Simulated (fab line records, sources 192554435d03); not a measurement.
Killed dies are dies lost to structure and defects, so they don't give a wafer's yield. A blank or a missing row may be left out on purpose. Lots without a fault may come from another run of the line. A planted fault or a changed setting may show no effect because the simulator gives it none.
Chamber matching | flow n5_finfet | N5_BEOL_M4_CO_CAP_55 on cvd_co-02: 3 sister chambers
The step material Co, precursor CCTBA/H2, target thk 2 nm, time 102.1 s. 18 wafers are shown with their chamber, then 9 later ones without.

WAFERS WITH THEIR CHAMBER
wafer  | chamber | heater_power_w (W)
L074.2 | 2       | 250
L074.4 | 2       | 257
L074.6 | 1       | 232
L078.1 | 2       | 251
L078.4 | 0       | 238
L078.5 | 1       | 241
L079.1 | 2       | 252
L079.2 | 0       | 238
L079.3 | 1       | 238
L082.3 | 1       | 237
L082.5 | 1       | 232
L082.6 | 2       | 259
L084.3 | 0       | 235
L084.5 | 1       | 234
L084.6 | 0       | 230
L085.3 | 2       | 253
L085.4 | 1       | 230
L085.6 | 2       | 257

SIGNATURES (means of the wafers above)
reading        | chamber 0 | chamber 1 | chamber 2 | scatter within a chamber
heater_power_w | 235.25    | 234.86    | 254.14    | 3.73
Rule: a wafer's distance from a chamber is the root of the sum, over the readings, of the square of ((its reading less the chamber's mean) divided by the reading's scatter). The wafer belongs to the nearest chamber; if the next one is less than 2 further off, it can't be placed. The scatter: the root of (the sum of the squares of (reading less its chamber's mean) over the shown wafers, divided by (wafers less chambers)).

WAFERS WITHOUT THEIR CHAMBER
wafer  | heater_power_w (W)
L090.4 | 228
L090.5 | 260
L090.6 | 239
L091.2 | 241
L091.4 | 237
L091.6 | 256
L093.1 | 255
L093.2 | 240
L093.6 | 259

WHICH CHAMBER EACH WENT THROUGH
wafer  | from the rows above          | in truth
L090.4 | can't be placed: 1 or 0      | 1
L090.5 | 2                            | 2
L090.6 | can't be placed: 0 or 1      | 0
L091.2 | can't be placed: 0 or 1 or 2 | 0
L091.4 | can't be placed: 0 or 1      | 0
L091.6 | 2                            | 2
L093.1 | 2                            | 2
L093.2 | can't be placed: 0 or 1      | 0
L093.6 | 2                            | 2
Placed correctly: 4 of 9. Can't be placed from these rows: 5 (the true chamber is among the candidates in 5). Placed wrongly: 0.
